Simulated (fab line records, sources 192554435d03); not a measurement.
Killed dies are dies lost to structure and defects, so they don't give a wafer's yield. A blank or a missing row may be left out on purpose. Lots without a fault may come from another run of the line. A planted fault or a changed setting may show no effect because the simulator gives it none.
Which tool did it? | flow n5_finfet | 10 lots, 30 wafers sampled, at 3 steps of a route of 1938

WHAT THE GAUGES READ, wafer by wafer
N5_BEOL_M13_INSPECT_30: inspects for defects (macro).
lot  | measured     | on                | raw_defect_count
L888 | day 13 14:50 | defect_inspect-02 | 4 1 2
L893 | day 14 22:54 | defect_inspect-01 | 2 7 0
L894 | day 15 04:53 | defect_inspect-02 | 1 3 3
L892 | day 15 14:08 | defect_inspect-02 | 2 4 1
L901 | day 17 06:31 | defect_inspect-02 | 3 2 296
L906 | day 18 15:26 | defect_inspect-01 | 3 0 1
L907 | day 18 21:09 | defect_inspect-02 | 3 0 1
L910 | day 19 10:35 | defect_inspect-02 | 0 3 0
L909 | day 19 11:13 | defect_inspect-02 | 1 3 0
L908 | day 21 00:23 | defect_inspect-01 | 3 4 1

WHICH TOOL RAN EACH LOT (tool, then ch and the chambers of the sampled wafers, then the start)
lot  | N5_BEOL_M12_CMP_49            | N5_BEOL_M13_STRIP_71
L888 | cmp-01 ch 0,1,2, day 13 12:47 | wet_bench-01 ch 0,6,7, day 13 14:17
L893 | cmp-04 ch 0,2, day 14 20:52   | wet_bench-01 ch 3,6,7, day 14 22:26
L894 | cmp-03 ch 1,3, day 15 02:55   | wet_bench-04 ch 1,5,6, day 15 04:27
L892 | cmp-04 ch 1,2,3, day 15 11:40 | wet_bench-01 ch 3,5,7, day 15 13:34
L901 | cmp-04 ch 1,2, day 17 04:17   | wet_bench-01 ch 0,2,7, day 17 06:05
L906 | cmp-03 ch 0,1,3, day 18 13:28 | wet_bench-03 ch 3,6,7, day 18 14:59
L907 | cmp-04 ch 0,2,3, day 18 19:05 | wet_bench-04 ch 1,2,5, day 18 20:35
L910 | cmp-01 ch 0,1,2, day 19 08:31 | wet_bench-03 ch 2,3,6, day 19 10:01
L909 | cmp-03 ch 0,1,3, day 19 09:09 | wet_bench-04 ch 0,2,7, day 19 10:39
L908 | cmp-01 ch 1,2,3, day 20 22:19 | wet_bench-01 ch 1,2,5, day 20 23:55
- N5_BEOL_M12_CMP_49: polishes, stops on SiOC, t overpolish 20.6 s, target thk 320 nm.
- N5_BEOL_M13_STRIP_71: strips in post etch residue remover, time 60 s.

THE ANSWER, worked out from the rows above alone
Rule: what is usual is taken from the lots themselves. Put in order of their means at a reading, lots are off if they are a third of the lots or fewer, leave a main group of 4 or more, and stand apart from it by a gap of 3 or more times the standard deviation of the main group's means; of several such gaps the widest counts. A main group whose means are all the same, to the digits that the tables above print for the reading, isn't used. A lot without any number at a reading at which 4 lots or more have one is off too. The other lots that the step has rows for count as sound.
Off: L901, at N5_BEOL_M13_INSPECT_30 (raw_defect_count). The main group: mean 2.0, standard deviation 0.67.
A tool fits if, at a process step before that reading, it ran every lot that is off, and no sound lot after the first of them. The gauges at N5_BEOL_M13_INSPECT_30 are tried like those tools. None of those tried fits.

WHAT THE SIMULATOR HAD PUT IN
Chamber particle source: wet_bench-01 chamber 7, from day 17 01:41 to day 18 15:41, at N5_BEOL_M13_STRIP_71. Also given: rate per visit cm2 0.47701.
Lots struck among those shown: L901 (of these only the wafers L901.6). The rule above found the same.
